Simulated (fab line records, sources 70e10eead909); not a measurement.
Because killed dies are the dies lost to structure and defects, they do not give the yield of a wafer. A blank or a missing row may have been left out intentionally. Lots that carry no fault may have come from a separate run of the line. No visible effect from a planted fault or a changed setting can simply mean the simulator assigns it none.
Matching of chambers || flow nandHarc || NHARC_A_BLC_ALD_23 on aldMetal-02 has 4 sister chambers
The step deposits TiN, target thk 3 nm, pulse time 1 s, ald cycles 150. 8 wafers are shown with their chamber, then 8 later ones without.

## WAFERS, EACH WITH ITS CHAMBER
{"wafer": "L080.3", "chamber": 0, "heaterPowerW (W)": 1134, "precursorPulseHeightRel": 1.023}
{"wafer": "L082.1", "chamber": 2, "heaterPowerW (W)": 1103, "precursorPulseHeightRel": 0.986}
{"wafer": "L082.3", "chamber": 0, "heaterPowerW (W)": 1127, "precursorPulseHeightRel": 1.040}
{"wafer": "L082.6", "chamber": 1, "heaterPowerW (W)": 1078, "precursorPulseHeightRel": 1.016}
{"wafer": "L081.1", "chamber": 3, "heaterPowerW (W)": 1072, "precursorPulseHeightRel": 1.013}
{"wafer": "L081.3", "chamber": 2, "heaterPowerW (W)": 1123, "precursorPulseHeightRel": 1.036}
{"wafer": "L081.6", "chamber": 3, "heaterPowerW (W)": 1077, "precursorPulseHeightRel": 0.994}
{"wafer": "L081.2", "chamber": 1, "heaterPowerW (W)": 1053, "precursorPulseHeightRel": 1.001}

## WAFERS WHOSE CHAMBER IS MISSING
{"wafer": "L081.4", "heaterPowerW (W)": 1147, "precursorPulseHeightRel": 1.023}
{"wafer": "L081.5", "heaterPowerW (W)": 1146, "precursorPulseHeightRel": 0.991}
{"wafer": "L088.1", "heaterPowerW (W)": 1088, "precursorPulseHeightRel": 0.986}
{"wafer": "L088.3", "heaterPowerW (W)": 1041, "precursorPulseHeightRel": 1.016}
{"wafer": "L088.5", "heaterPowerW (W)": 1136, "precursorPulseHeightRel": 0.976}
{"wafer": "L091.2", "heaterPowerW (W)": 1135, "precursorPulseHeightRel": 1.006}
{"wafer": "L091.3", "heaterPowerW (W)": 1149, "precursorPulseHeightRel": 0.993}
{"wafer": "L091.4", "heaterPowerW (W)": 1070, "precursorPulseHeightRel": 0.999}

## EACH ONE'S CHAMBER
{"wafer": "L081.4", "from the rows above": "can't be placed: 0 or 2", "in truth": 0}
{"wafer": "L081.5", "from the rows above": "can't be placed: 0 or 2", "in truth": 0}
{"wafer": "L088.1", "from the rows above": "can't be placed: 3 or 1 or 2", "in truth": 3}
{"wafer": "L088.3", "from the rows above": "can't be placed: 1 or 3", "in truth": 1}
{"wafer": "L088.5", "from the rows above": "can't be placed: 2 or 0", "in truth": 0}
{"wafer": "L091.2", "from the rows above": "can't be placed: 0 or 2", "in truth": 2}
{"wafer": "L091.3", "from the rows above": "can't be placed: 0 or 2", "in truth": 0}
{"wafer": "L091.4", "from the rows above": "can't be placed: 3 or 1", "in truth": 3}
0 of 8 placed correctly. Can't be placed from these rows: 8 (the true chamber is among the candidates in 8). Number placed wrongly: 0.
How it was worked out, from the rows above alone: a wafer's distance from a chamber is the root of the sum, over the readings, of the square of ((its reading less the chamber's mean) divided by the reading's scatter). The wafer belongs to the nearest chamber; if the next one is less than 2 further off, it can't be placed. For every chamber, the mean is computed from those of its wafers that are shown. How the scatter is found: for the shown wafers, subtract from each reading the mean of its chamber, square and add these, divide the total by (wafers less chambers), then take the root.
